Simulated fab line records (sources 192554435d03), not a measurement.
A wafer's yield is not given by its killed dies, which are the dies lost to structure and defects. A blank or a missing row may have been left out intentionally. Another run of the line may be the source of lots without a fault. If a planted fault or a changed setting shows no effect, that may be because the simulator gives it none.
Which of the tools did it? ; flow n5Finfet ; Sampling: 24 lots, 72 wafers, 3 of 1938 route steps

== WHAT THE GAUGES READ, wafer by wafer ==
N5_BEOL_M7_CD_MEAS_18: pitch 80 nm, target cd 40 nm. Usual: 39.8 nm for cdNm, sd 0.61.
lot;measured;on;cdNm (nm);flag
L074;day 8 19:53;cdSem-01;40.1 39.3 39.4;
L077;day 9 15:22;cdSem-01;39.2 38.5 39.5;
L076;day 9 17:44;cdSem-01;39.5 39.8 40.4;
L075;day 10 04:24;cdSem-01;39.6 39.4 39.1;
L078;day 10 08:08;cdSem-02;40.2 40.3 40.6;
L080;day 11 09:13;cdSem-02;40.3 41.8 40.2;
L079;day 11 09:31;cdSem-02;39.6 38.9 39.3;
L082;day 11 09:28;cdSem-03;40.0 40.5 40.3;
L081;day 11 15:36;cdSem-02;40.8 40.9 40.4;
L083;day 11 15:37;cdSem-03;40.1 40.0 39.8;
L085;day 12 12:59;cdSem-01;40.3 40.6 39.8;
L084;day 12 16:08;cdSem-01;39.8 39.1 39.2;
L087;day 12 20:40;cdSem-03;39.7 40.0 39.7;
L088;day 12 20:54;cdSem-03;39.1 39.1 38.8;
L086;day 13 00:13;cdSem-02;39.7 39.4 39.6;
L089;day 13 00:23;cdSem-01;40.1 40.8 39.8;
L090;day 13 10:35;cdSem-01;39.5 39.8 39.3;
L091;day 13 18:14;cdSem-03;39.3 39.3 39.5;
L092;day 14 05:05;cdSem-03;39.2 39.2 39.9;
L093;day 14 08:50;cdSem-02;40.0 40.6 39.8;
L095;day 15 08:26;cdSem-01;40.0 39.7 39.4;
L094;day 15 09:43;cdSem-03;40.2 40.1 39.5;
L096;day 15 12:25;cdSem-01;40.0 41.3 40.3;
L097;day 16 08:50;cdSem-02;40.9 40.7 41.0;

N5_BEOL_M7_OVL_MEAS_29. Usual: V6_OVL typically reads -0.2 nm, with standard deviation 0.74.
lot;measured;on;V6_OVL (nm);flag
L074;day 8 21:05;overlay-01;0.6 0.1 -0.2;
L077;day 9 16:26;overlay-01;-1.3 -1.7 -1.6;
L076;day 9 18:06;overlay-01;0.1 0.1 0.5;
L075;day 10 04:46;overlay-02;1.5 0.6 0.7;
L078;day 10 09:47;overlay-01;0.0 -0.8 -0.5;
L080;day 11 10:07;overlay-01;0.5 -0.1 0.9;
L079;day 11 10:27;overlay-01;-0.5 -0.4 -0.7;
L082;day 11 10:17;overlay-01;-0.4 -0.4 0.0;
L081;day 11 16:59;overlay-01;0.0 -1.2 0.6;
L083;day 11 17:04;overlay-02;-0.6 -0.9 -1.3;
L085;day 12 14:35;overlay-02;-0.2 -0.8 0.4;
L084;day 12 16:39;overlay-02;0.0 0.3 -0.2;
L087;day 12 22:07;overlay-01;0.7 0.4 0.7;
L088;day 12 22:21;overlay-02;-0.3 -0.5 0.1;
L086;day 13 04:30;overlay-02;0.4 0.4 -0.1;
L089;day 13 04:33;overlay-01;-0.1 1.1 -0.1;
L090;day 13 11:22;overlay-01;0.4 -0.1 0.1;
L091;day 13 18:35;overlay-02;0.2 1.2 1.4;
L092;day 14 06:49;overlay-01;-1.0 -1.4 -0.2;
L093;day 14 11:45;overlay-01;-0.9 -0.4 -0.7;
L095;day 15 10:52;overlay-02;-0.1 -1.3 -0.6;
L094;day 15 10:55;overlay-01;-0.1 -0.4 -0.7;
L096;day 15 13:01;overlay-02;-1.6 -1.5 -0.4;
L097;day 16 09:53;overlay-02;-0.1 0.1 -0.4;

== WHICH TOOL RAN EACH LOT (tool, then ch and the chambers of the sampled wafers, then the start) ==
lot;N5_BEOL_M7_ETCH_62
L074;rieDiel-03 ch 1,2,3, day 8 19:09
L077;rieDiel-05 ch 1,2,3, day 9 15:00
L076;rieDiel-03 ch 0,2, day 9 17:21
L075;rieDiel-04 ch 0,3, day 10 04:01
L078;rieDiel-05 ch 0,2,3, day 10 07:46
L080;rieDiel-03 ch 0,2,3, day 11 08:44
L079;rieDiel-03 ch 0,1,2, day 11 08:59
L082;rieDiel-05 ch 0,2, day 11 09:02
L081;rieDiel-04 ch 2,3, day 11 14:58
L083;rieDiel-03 ch 0,2, day 11 15:07
L085;rieDiel-04 ch 0,1,2, day 12 12:37
L084;rieDiel-03 ch 1,2, day 12 15:41
L087;rieDiel-04 ch 0,1,3, day 12 20:17
L088;rieDiel-05 ch 1,2,3, day 12 20:32
L086;rieDiel-04 ch 0,2,3, day 12 23:45
L089;rieDiel-04 ch 2,3, day 13 00:01
L090;rieDiel-05 ch 0,1, day 13 10:12
L091;rieDiel-05 ch 0,1, day 13 17:52
L092;rieDiel-03 ch 0,1,3, day 14 04:43
L093;rieDiel-05 ch 1,2,3, day 14 08:22
L095;rieDiel-05 ch 1,2, day 15 08:02
L094;rieDiel-03 ch 0,2, day 15 09:20
L096;rieDiel-04 ch 0,1, day 15 12:04
L097;rieDiel-05 ch 0,2, day 16 08:28
- N5_BEOL_M7_ETCH_62: etches SOC in N2/H2, target depth 110 nm, overetch 22 nm, time 165 s.

== WHAT THE TOOLS THEMSELVES READ (means of the sampled wafers that have a number; where no wafer has one, the mark that the record gives instead) ==
N5_BEOL_M7_ETCH_62. Usual: drypumpMotorCurrentA 5.5 A, standard deviation 0.52; oesProductAu 0.67 a.u., standard deviation 0.066; rfVppV 524.7 V, standard deviation 2.9; showerheadPlenumPTorr 2.56 Torr, standard deviation 0.098; throttleValvePct 17.85 %, standard deviation 0.25.
lot;tool;drypumpMotorCurrentA (A);oesProductAu (a.u.);rfVppV (V);showerheadPlenumPTorr (Torr);throttleValvePct (%);flag
L074;rieDiel-03;6.1;0.68;524.9;2.54;17.90;
L077;rieDiel-05;5.6;0.74;526.6;2.61;17.72;
L076;rieDiel-03;5.7;0.60;524.3;2.55;17.97;
L075;rieDiel-04;5.2;0.62;524.7;2.58;17.74;
L078;rieDiel-05;5.7;0.73;526.3;2.61;17.65;
L080;rieDiel-03;5.8;0.74;523.2;2.50;17.78;
L079;rieDiel-03;5.7;0.68;523.4;2.52;17.88;
L082;rieDiel-05;5.3;0.74;528.7;2.69;17.81;
L081;rieDiel-04;5.0;0.62;523.9;2.55;17.91;
L083;rieDiel-03;5.3;0.68;522.0;2.49;17.90;
L085;rieDiel-04;5.1;0.61;522.8;2.52;17.91;
L084;rieDiel-03;6.1;0.65;524.3;2.54;17.85;
L087;rieDiel-04;5.0;0.61;525.4;2.60;17.97;
L088;rieDiel-05;5.6;0.71;526.3;2.60;17.74;
L086;rieDiel-04;5.1;0.60;523.6;2.52;17.82;
L089;rieDiel-04;5.0;0.60;521.8;2.47;17.87;
L090;rieDiel-05;5.7;0.68;528.0;2.67;17.84;
L091;rieDiel-05;5.7;0.67;527.1;2.68;17.80;
L092;rieDiel-03;5.7;0.65;521.3;2.47;18.05;
L093;rieDiel-05;5.6;0.70;525.3;2.60;17.76;
L095;rieDiel-05;5.2;0.71;527.4;2.68;17.89;
L094;rieDiel-03;5.7;0.70;523.8;2.53;17.70;
L096;rieDiel-04;5.2;0.60;524.6;2.56;17.90;
L097;rieDiel-05;5.3;0.70;527.0;2.67;17.86;

== THE ANSWER, worked out from the rows above alone ==
Rule: a lot counts as off when the mean over its wafers that have a number is more than 3 standard deviations away from the usual mean. Also off: a lot with no number at a reading for which 4 or more lots have one. All remaining lots with rows at the step are treated as sound. Order of review: gauges by route order, followed by the tools' own readings, for which a lot's mean as printed above is used. At the first step where some lot is off, the reading lying furthest off is the one used; lots without a number count as furthest.
Nothing can be told from this: no lot is off at any reading shown.

== WHAT HAD BEEN PUT IN BY THE SIMULATOR ==
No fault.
